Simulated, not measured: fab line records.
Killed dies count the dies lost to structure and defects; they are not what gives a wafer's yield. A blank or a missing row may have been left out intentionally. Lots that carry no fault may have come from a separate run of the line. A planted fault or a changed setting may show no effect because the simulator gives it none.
Which tool is to blame? -- flow n5 finfet -- Sampling: 22 lots, 66 wafers, 6 of 1938 route steps

== WHAT EACH GAUGE READ, for each wafer ==
The record lacks any reading of a measuring or inspecting step that a usual standard deviation could be used to judge.

== WHAT TOOL EACH LOT RAN ON (gives the tool, then ch and the chambers of the sampled wafers, and finally the start) ==
lot,N5_BEOL_M0_SAQP_STRIP_75,N5_BEOL_M0_ETCH_138,N5_BEOL_M0_HM_OPEN_105,N5_BEOL_M0_STRIP_142,N5_BEOL_M0_ANNEAL_117,N5_BEOL_M0_SPUTTER_134
L074,"rie diel-02 ch 0,1,3, day 5 19:06","rie diel-01 ch 0,2,3, day 5 19:47","rie metal-03 ch 0,1, day 5 20:10","rie diel-06 ch 0,2,3, day 5 20:36","pvd sputter-02, day 5 23:51","pvd sputter-02, day 6 00:01"
L075,"rie diel-02 ch 0,2,3, day 5 23:04","rie diel-06 ch 1,2, day 5 23:45","rie metal-03 ch 0,1, day 6 03:00","rie diel-04 ch 0,1,3, day 6 03:23","pvd sputter-03, day 6 05:17","pvd sputter-03, day 6 05:27"
L076,"rie diel-03 ch 2,3, day 6 02:44","rie diel-01 ch 0,2,3, day 6 03:18","rie metal-01 ch 0,1, day 6 03:31","rie diel-06 ch 0,3, day 6 03:51","pvd sputter-03, day 6 05:44","pvd sputter-03, day 6 05:53"
L077,"rie diel-02 ch 2,3, day 6 12:13","rie diel-04 ch 0,2,3, day 6 13:07","rie metal-02 ch 0,1, day 6 16:04","rie diel-06 ch 0,1,3, day 6 16:28","pvd sputter-02, day 6 19:38","pvd sputter-02, day 6 19:47"
L078,"rie diel-03 ch 0,3, day 6 18:58","rie diel-06 ch 0,1, day 6 19:43","rie metal-02 ch 0,1, day 6 19:49","rie diel-04 ch 0,2,3, day 6 20:12","pvd sputter-01, day 6 22:40","pvd sputter-01, day 6 22:50"
L079,"rie diel-02 ch 2,3, day 7 03:05","rie diel-06 ch 0,1, day 7 03:39","rie metal-02 ch 1, day 7 04:00","rie diel-04 ch 1,2,3, day 7 04:23","pvd sputter-01, day 7 05:41","pvd sputter-01, day 7 05:50"
L081,"rie diel-05 ch 0,1,2, day 7 10:49","rie diel-01 ch 1,3, day 7 11:50","rie metal-01 ch 0,1, day 7 13:46","rie diel-04 ch 0,2,3, day 7 14:09","pvd sputter-03, day 7 16:23","pvd sputter-03, day 7 16:32"
L080,"rie diel-02 ch 0,1,2, day 7 13:11","rie diel-01 ch 0,1,2, day 7 13:57","rie metal-03 ch 0,1, day 7 15:30","rie diel-06 ch 1,2,3, day 7 16:02","pvd sputter-02, day 7 17:04","pvd sputter-02, day 7 17:14"
L082,"rie diel-03 ch 0,1,2, day 7 21:07","rie diel-04 ch 0,1,2, day 7 21:48","rie metal-03 ch 0, day 7 23:17","rie diel-01 ch 0,2,3, day 8 00:03","pvd sputter-03, day 8 01:41","pvd sputter-03, day 8 01:51"
L083,"rie diel-05 ch 0,1,2, day 7 23:16","rie diel-01 ch 1,2,3, day 7 23:55","rie metal-03 ch 0,1, day 8 00:58","rie diel-01 ch 0,3, day 8 01:21","pvd sputter-03, day 8 02:50","pvd sputter-03, day 8 02:59"
L084,"rie diel-05 ch 0,2, day 8 05:53","rie diel-01 ch 0,2,3, day 8 06:34","rie metal-02 ch 0,1, day 8 09:49","rie diel-04 ch 0,1,3, day 8 10:10","pvd sputter-02, day 8 12:07","pvd sputter-02, day 8 12:16"
L085,"rie diel-05 ch 0,1,2, day 8 13:34","rie diel-01 ch 1,3, day 8 14:20","rie metal-03 ch 1, day 8 14:26","rie diel-01 ch 0,1,2, day 8 15:25","pvd sputter-03, day 8 17:11","pvd sputter-03, day 8 17:20"
L086,"rie diel-03 ch 1,3, day 8 22:41","rie diel-06 ch 0,2,3, day 8 23:27","rie metal-03 ch 0,1, day 9 01:56","rie diel-01 ch 0,2,3, day 9 02:36","pvd sputter-02, day 9 05:26","pvd sputter-02, day 9 05:36"
L087,"rie diel-05 ch 2,3, day 9 03:08","rie diel-04 ch 0,1, day 9 03:49","rie metal-03 ch 0,1, day 9 05:07","rie diel-01 ch 2,3, day 9 05:49","pvd sputter-03, day 9 07:23","pvd sputter-03, day 9 07:33"
L088,"rie diel-05 ch 1,2,3, day 9 04:19","rie diel-01 ch 1,2,3, day 9 04:52","rie metal-02 ch 0, day 9 05:05","rie diel-01 ch 1,2,3, day 9 05:42","pvd sputter-02, day 9 06:58","pvd sputter-02, day 9 07:07"
L089,"rie diel-05 ch 2,3, day 9 09:22","rie diel-04 ch 1,2, day 9 10:03","rie metal-01 ch 0,1, day 9 14:23","rie diel-04 ch 0,2, day 9 14:55","pvd sputter-03, day 9 17:53","pvd sputter-03, day 9 18:02"
L090,"rie diel-05 ch 1,2, day 9 12:19","rie diel-06 ch 0,2, day 9 13:00","rie metal-02 ch 0,1, day 9 14:31","rie diel-06 ch 0,2, day 9 14:58","pvd sputter-01, day 9 18:00","pvd sputter-01, day 9 18:10"
L092,"rie diel-02 ch 1,2,3, day 10 01:32","rie diel-06 ch 2,3, day 10 02:38","rie metal-03 ch 0,1, day 10 02:47","rie diel-01 ch 0,2,3, day 10 03:07","pvd sputter-02, day 10 07:23","pvd sputter-02, day 10 07:32"
L093,"rie diel-02 ch 0,2,3, day 10 08:54","rie diel-04 ch 0,1,3, day 10 09:35","rie metal-01 ch 0,1, day 10 11:19","rie diel-04 ch 0,1,3, day 10 11:59","pvd sputter-02, day 10 15:21","pvd sputter-02, day 10 15:31"
L094,"rie diel-03 ch 0,2,3, day 10 13:14","rie diel-04 ch 0,2,3, day 10 13:48","rie metal-01 ch 0,1, day 10 15:04","rie diel-01 ch 0,1,2, day 10 15:58","pvd sputter-03, day 10 18:44","pvd sputter-03, day 10 18:53"
L095,"rie diel-02 ch 1,2,3, day 10 17:11","rie diel-04 ch 0,1,3, day 10 17:52","rie metal-02 ch 0,1, day 10 18:16","rie diel-04 ch 0,1,3, day 10 18:55","pvd sputter-01, day 10 20:26","pvd sputter-01, day 10 20:36"
L097,"rie diel-05 ch 0,1,3, day 11 15:28","rie diel-06 ch 1,2, day 11 16:01","rie metal-03 ch 0,1, day 11 17:10","rie diel-06 ch 0,1,2, day 11 17:34","pvd sputter-01, day 11 19:10","pvd sputter-01, day 11 19:20"
- N5_BEOL_M0_SAQP_STRIP_75: strips in CF4.
- N5_BEOL_M0_ETCH_138: etches SiCN in CH3F/O2, target depth 12 nm, time 31.6 s.
- N5_BEOL_M0_HM_OPEN_105: chemistry Cl2/BCl3, target TiN, target depth 12 nm.
- N5_BEOL_M0_STRIP_142: strips in N2/H2, time 10 s.
- N5_BEOL_M0_ANNEAL_117: time 60 s.
- N5_BEOL_M0_SPUTTER_134: material Cu, target thk 4 nm, time 7.37 s.

== WHAT THE TOOLS THEMSELVES READ (means of the sampled wafers that have a number; where no wafer has one, the mark that the record gives instead) ==
N5_BEOL_M0_SAQP_STRIP_75. Usual: drypump motor current A 5.8 A, standard deviation 0.48; oes product au 0.182 a.u., standard deviation 0.015; rf vpp V 271.1 V, standard deviation 1.2; showerhead plenum p Torr 1.79 Torr, standard deviation 0.044; throttle valve pct 13.51 %, standard deviation 0.24.
lot,tool,drypump motor current A (A),oes product au (a.u.),rf vpp V (V),showerhead plenum p Torr (Torr),throttle valve pct (%),flag
L074,rie diel-02,5.5,0.196,270.3,1.75,13.29,
L075,rie diel-02,5.7,0.183,270.3,1.77,13.43,
L076,rie diel-03,6.0,0.171,272.9,1.85,13.64,
L077,rie diel-02,5.7,0.170,271.2,1.78,13.69,
L078,rie diel-03,6.2,0.196,270.6,1.81,13.40,
L079,rie diel-02,5.7,0.175,271.1,1.78,13.70,
L081,rie diel-05,5.8,0.177,271.6,1.82,13.51,
L080,rie diel-02,5.8,0.189,270.6,1.75,13.35,
L082,rie diel-03,5.3,0.188,271.7,1.81,13.51,
L083,rie diel-05,5.8,0.176,271.4,1.82,13.52,
L084,rie diel-05,5.9,0.173,271.5,1.79,13.62,
L085,rie diel-05,5.8,0.175,271.9,1.82,13.53,
L086,rie diel-03,6.0,0.196,272.4,1.83,13.43,
L087,rie diel-05,6.2,0.187,270.2,1.78,13.63,
L088,rie diel-05,6.0,0.183,272.2,1.81,13.56,
L089,rie diel-05,6.0,0.186,270.7,1.80,13.53,
L090,rie diel-05,5.7,0.176,271.9,1.85,13.47,
L092,rie diel-02,5.8,0.178,270.2,1.76,13.63,
L093,rie diel-02,5.7,0.180,271.4,1.76,13.50,
L094,rie diel-03,5.9,0.180,271.1,1.81,13.58,
L095,rie diel-02,5.8,0.167,271.2,1.76,13.65,
L097,rie diel-05,5.9,0.169,270.8,1.79,13.69,

N5_BEOL_M0_ETCH_138. Usual: drypump motor current A is 5.7 A with standard deviation 0.31, etch rf on time s is 29.2 s with standard deviation 1, mfc ar sccm is 150.0 sccm with standard deviation 0.41, oes product au is 0.67 a.u. with standard deviation 0.067, rf vpp V is 297.4 V with standard deviation 1.3, showerhead plenum p Torr is 2.01 Torr with standard deviation 0.047, and throttle valve pct is 16.30 % with standard deviation 0.3.
lot,tool,drypump motor current A (A),etch rf on time s (s),mfc ar sccm (sccm),oes product au (a.u.),rf vpp V (V),showerhead plenum p Torr (Torr),throttle valve pct (%),flag
L074,rie diel-01,5.5,28.9,150.0,0.71,297.2,1.99,16.40,
L075,rie diel-06,5.8,27.2,150.1,0.64,297.9,2.06,16.59,
L076,rie diel-01,5.5,29.3,150.1,0.70,296.7,1.99,16.40,
L077,rie diel-04,5.9,29.2,149.8,0.69,298.2,2.02,16.08,
L078,rie diel-06,5.7,29.8,149.9,0.68,297.1,1.99,16.11,
L079,rie diel-06,5.8,29.0,149.6,0.64,297.6,2.03,16.39,
L081,rie diel-01,5.5,28.9,149.8,0.70,298.4,2.02,16.35,
L080,rie diel-01,5.5,29.1,150.2,0.65,297.1,2.00,16.51,
L082,rie diel-04,5.7,29.6,150.1,0.65,297.4,2.03,16.11,
L083,rie diel-01,5.7,30.1,149.9,0.64,296.7,1.99,16.59,
L084,rie diel-01,5.5,28.6,149.7,0.69,297.5,1.98,16.44,
L085,rie diel-01,5.5,29.0,149.6,0.66,298.7,2.04,16.47,
L086,rie diel-06,5.8,29.0,150.1,0.70,297.3,2.00,16.17,
L087,rie diel-04,5.7,29.8,150.1,0.64,297.3,2.00,16.19,
L088,rie diel-01,5.6,30.6,150.4,0.63,296.9,1.99,16.61,
L089,rie diel-04,5.4,29.1,149.7,0.59,297.5,2.01,16.26,
L090,rie diel-06,5.6,29.1,150.0,0.71,297.1,2.00,16.31,
L092,rie diel-06,5.8,28.8,150.1,0.70,298.6,2.02,16.42,
L093,rie diel-04,5.9,29.9,149.5,0.65,297.1,1.98,16.19,
L094,rie diel-04,5.9,29.1,149.9,0.66,297.8,2.01,16.14,
L095,rie diel-04,6.0,29.6,150.2,0.65,297.1,1.98,16.19,
L097,rie diel-06,5.8,27.7,150.0,0.78,298.2,2.05,16.34,

N5_BEOL_M0_HM_OPEN_105. Usual: drypump motor current A 5.6 A, standard deviation 0.32; mfc ar sccm 25.00 sccm, standard deviation 0.065; oes product au 0.85 a.u., standard deviation 0.1; throttle valve pct 22.08 %, standard deviation 0.19.
lot,tool,drypump motor current A (A),mfc ar sccm (sccm),oes product au (a.u.),throttle valve pct (%),flag
L074,rie metal-03,5.4,25.01,0.82,22.29,
L075,rie metal-03,5.4,25.02,0.82,22.27,
L076,rie metal-01,6.1,25.01,0.92,21.95,
L077,rie metal-02,5.5,25.04,0.88,21.94,
L078,rie metal-02,5.5,24.97,0.84,21.91,
L079,rie metal-02,5.6,24.98,0.80,21.86,
L081,rie metal-01,5.8,24.95,0.91,22.06,
L080,rie metal-03,5.4,25.05,0.80,22.30,
L082,rie metal-03,5.2,25.00,0.58,22.34,
L083,rie metal-03,5.5,25.02,0.79,22.33,
L084,rie metal-02,5.5,24.95,0.87,21.95,
L085,rie metal-03,5.5,24.91,0.89,22.30,
L086,rie metal-03,5.4,24.99,0.92,22.19,
L087,rie metal-03,5.4,25.07,0.90,22.19,
L088,rie metal-02,5.4,24.97,0.88,22.00,
L089,rie metal-01,6.0,24.98,0.86,21.98,
L090,rie metal-02,5.5,25.06,0.83,21.91,
L092,rie metal-03,5.4,24.95,0.90,22.18,
L093,rie metal-01,6.0,25.01,0.86,21.98,
L094,rie metal-01,6.0,25.05,0.86,21.98,
L095,rie metal-02,5.5,25.09,0.81,21.91,
L097,rie metal-03,5.3,25.08,0.89,22.07,

N5_BEOL_M0_STRIP_142. Usual: drypump motor current A 5.7 A, standard deviation 0.31; h2 flow sccm 200.0 sccm, standard deviation 0.56; oes product au 0.79 a.u., standard deviation 0.078; rf vpp V 59.3 V, standard deviation 0.83; showerhead plenum p Torr 2.56 Torr, standard deviation 0.077; throttle valve pct 23.7 %, standard deviation 0.33.
lot,tool,drypump motor current A (A),h2 flow sccm (sccm),oes product au (a.u.),rf vpp V (V),showerhead plenum p Torr (Torr),throttle valve pct (%),flag
L074,rie diel-06,5.8,200.4,0.85,59.2,2.55,23.5,
L075,rie diel-04,5.9,200.3,0.82,59.0,2.52,23.4,
L076,rie diel-06,5.9,200.5,0.85,58.9,2.55,23.4,
L077,rie diel-06,5.9,200.2,0.79,59.6,2.56,23.5,
L078,rie diel-04,5.9,199.7,0.81,59.6,2.56,23.4,
L079,rie diel-04,5.7,199.8,0.75,59.2,2.53,23.3,
L081,rie diel-04,6.0,199.9,0.81,58.6,2.56,23.5,
L080,rie diel-06,5.9,200.3,0.78,58.9,2.57,23.5,
L082,rie diel-01,5.5,199.8,0.80,58.9,2.53,23.9,
L083,rie diel-01,5.4,199.3,0.85,59.3,2.59,23.8,
L084,rie diel-04,6.0,200.2,0.79,59.2,2.51,23.4,
L085,rie diel-01,5.5,200.2,0.76,59.0,2.56,24.1,
L086,rie diel-01,5.5,199.9,0.79,59.7,2.53,23.9,
L087,rie diel-01,5.7,200.1,0.72,58.9,2.46,24.0,
L088,rie diel-01,5.7,200.1,0.74,58.3,2.54,24.1,
L089,rie diel-04,6.0,200.5,0.81,58.7,2.60,23.6,
L090,rie diel-06,5.6,200.6,0.82,59.3,2.51,23.7,
L092,rie diel-01,5.5,200.6,0.88,59.7,2.64,23.8,
L093,rie diel-04,5.9,199.8,0.78,60.2,2.51,23.4,
L094,rie diel-01,5.5,200.1,0.84,60.5,2.66,24.0,
L095,rie diel-04,5.9,200.0,0.77,59.1,2.51,23.4,
L097,rie diel-06,5.7,199.7,0.86,59.1,2.54,23.6,

N5_BEOL_M0_ANNEAL_117. Usual: heater power w at 819 W, with a standard deviation of 45.
lot,tool,heater power w (W),flag
L074,pvd sputter-02,794,
L075,pvd sputter-03,867,
L076,pvd sputter-03,819,
L077,pvd sputter-02,782,
L078,pvd sputter-01,760,
L079,pvd sputter-01,775,
L081,pvd sputter-03,876,
L080,pvd sputter-02,799,
L082,pvd sputter-03,841,
L083,pvd sputter-03,858,
L084,pvd sputter-02,822,
L085,pvd sputter-03,863,
L086,pvd sputter-02,799,
L087,pvd sputter-03,833,
L088,pvd sputter-02,801,
L089,pvd sputter-03,837,
L090,pvd sputter-01,802,
L092,pvd sputter-02,838,
L093,pvd sputter-02,794,
L094,pvd sputter-03,852,
L095,pvd sputter-01,816,
L097,pvd sputter-01,750,

N5_BEOL_M0_SPUTTER_134. Usual: throttle valve pct at 29.8 %, with a standard deviation of 1.2.
lot,tool,throttle valve pct (%),flag
L074,pvd sputter-02,30.8,
L075,pvd sputter-03,30.0,
L076,pvd sputter-03,30.0,
L077,pvd sputter-02,30.1,
L078,pvd sputter-01,30.1,
L079,pvd sputter-01,29.8,
L081,pvd sputter-03,29.6,
L080,pvd sputter-02,31.2,
L082,pvd sputter-03,29.5,
L083,pvd sputter-03,29.5,
L084,pvd sputter-02,29.9,
L085,pvd sputter-03,29.5,
L086,pvd sputter-02,30.8,
L087,pvd sputter-03,30.1,
L088,pvd sputter-02,30.2,
L089,pvd sputter-03,29.4,
L090,pvd sputter-01,30.2,
L092,pvd sputter-02,28.7,
L093,pvd sputter-02,29.6,
L094,pvd sputter-03,29.6,
L095,pvd sputter-01,30.2,
L097,pvd sputter-01,30.3,

== THE ANSWER, worked out from the rows above alone ==
Rule: a lot counts as off when the mean over its wafers that have a number is more than 3 standard deviations away from the usual mean. Also off: a lot with no number at a reading for which 4 or more lots have one. The other lots that the step has rows for count as sound. The gauges are gone through in route order, then the tools' own readings, and for those a lot's mean is taken as printed above. The first step at which some lot is off is used, and at that step the reading that is off furthest; a lot without a number counts as furthest.
None of the lots is off at any reading shown; this tells nothing.

== WHAT THE SIMULATOR HAD PUT IN ==
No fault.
